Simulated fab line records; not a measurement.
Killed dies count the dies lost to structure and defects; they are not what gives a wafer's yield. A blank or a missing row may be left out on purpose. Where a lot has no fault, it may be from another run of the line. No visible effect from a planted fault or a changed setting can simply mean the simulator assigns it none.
Which tool is to blame? | flow n5Finfet | 12 lots with 36 wafers sampled at 5 steps, on a route of 1938 steps

## WHAT EACH GAUGE READ, for each wafer
N5_BEOL_M13_CD_MEAS_10: the cd target is 190 nm.
lot  | measured     | on       | cdNm (nm)
L074 | day 11 03:41 | cdSem-01 | 189.2 189.6 189.2
L078 | day 11 12:51 | cdSem-02 | 191.3 187.8 189.2
L080 | day 11 21:57 | cdSem-03 | 189.4 191.2 190.1
L081 | day 12 01:02 | cdSem-03 | 190.1 191.0 190.4
L082 | day 12 20:32 | cdSem-03 | 187.6 190.0 188.7
L085 | day 13 01:16 | cdSem-03 | 194.0 192.0 191.2
L089 | day 14 00:14 | cdSem-01 | 189.3 187.7 188.7
L088 | day 14 13:19 | cdSem-01 | 189.9 190.6 191.2
L091 | day 14 21:35 | cdSem-01 | 192.5 191.1 190.3
L092 | day 15 10:03 | cdSem-03 | 191.3 190.1 192.4
L094 | day 15 17:58 | cdSem-03 | 188.4 189.0 190.4
L097 | day 16 20:26 | cdSem-03 | 186.7 188.4 187.8

## WHICH TOOL RAN EACH LOT (tool, then ch and the chambers of the sampled wafers, then the start)
lot  | N5_BEOL_M12_ILD_DEP_00          | N5_BEOL_M12_STRIP_63                | N5_BEOL_M12_DEGAS_41        | N5_BEOL_M12_SPUTTER_45
L074 | pecvd-01 ch 0,1,2, day 10 18:17 | plasmaAsher-01 ch 0,1, day 10 19:52 | pvdSputter-03, day 11 01:38 | pvdSputter-03, day 11 01:53
L078 | pecvd-04 ch 0,2, day 11 07:56   | plasmaAsher-02 ch 0,1, day 11 09:13 | pvdSputter-02, day 11 10:59 | pvdSputter-02, day 11 11:14
L080 | pecvd-03 ch 0,2, day 11 15:34   | plasmaAsher-02 ch 0,1, day 11 16:32 | pvdSputter-01, day 11 19:56 | pvdSputter-01, day 11 20:11
L081 | pecvd-01 ch 1,2, day 11 19:49   | plasmaAsher-02 ch 0,1, day 11 20:56 | pvdSputter-02, day 11 23:07 | pvdSputter-02, day 11 23:22
L082 | pecvd-04 ch 0,1,2, day 12 13:49 | plasmaAsher-01 ch 0,1, day 12 14:49 | pvdSputter-01, day 12 18:19 | pvdSputter-01, day 12 18:34
L085 | pecvd-04 ch 0,1,2, day 12 19:41 | plasmaAsher-01 ch 0,1, day 12 20:30 | pvdSputter-02, day 12 23:22 | pvdSputter-02, day 12 23:36
L089 | pecvd-03 ch 0,1, day 13 19:04   | plasmaAsher-01 ch 0,1, day 13 20:11 | pvdSputter-02, day 13 22:10 | pvdSputter-02, day 13 22:24
L088 | pecvd-03 ch 1,2, day 14 03:47   | plasmaAsher-01 ch 0,1, day 14 04:44 | pvdSputter-03, day 14 11:35 | pvdSputter-03, day 14 11:50
L091 | pecvd-03 ch 1,2, day 14 13:16   | plasmaAsher-01 ch 0,1, day 14 14:24 | pvdSputter-03, day 14 19:23 | pvdSputter-03, day 14 19:38
L092 | pecvd-03 ch 0,1, day 15 03:41   | plasmaAsher-02 ch 0,1, day 15 04:46 | pvdSputter-03, day 15 08:19 | pvdSputter-03, day 15 08:34
L094 | pecvd-04 ch 0,1,2, day 15 13:23 | plasmaAsher-01 ch 0,1, day 15 14:20 | pvdSputter-03, day 15 16:05 | pvdSputter-03, day 15 16:19
L097 | pecvd-01 ch 1,2, day 16 12:22   | plasmaAsher-02 ch 0,1, day 16 13:26 | pvdSputter-03, day 16 18:25 | pvdSputter-03, day 16 18:40
- N5_BEOL_M12_ILD_DEP_00: deposits SiOC from DEMS/O2, target thk 658.92 nm, time 130.7 s.
- N5_BEOL_M12_STRIP_63: strips in N2/H2.
- N5_BEOL_M12_DEGAS_41: time 60 s.
- N5_BEOL_M12_SPUTTER_45: material Cu, target thk 80 nm, time 13.33 s.

## THE ANSWER, worked out from the rows above alone
Rule: the lots themselves supply what counts as usual. The widest of any qualifying gaps counts: lots, ordered by their means at a reading, are off when they make up no more than a third of the lots, leave a main group of 4 or more, and stand apart from it by 3 or more times the standard deviation of that group's means. The tables above print the reading to a certain number of digits; a main group whose means all agree to those digits is not used. Also off: a lot with no number at a reading for which 4 or more lots have one. Any other lot the step has rows for is counted as sound.
Nothing can be told from this: no lot is off at any reading shown.

## WHAT WAS PUT IN BY THE SIMULATOR
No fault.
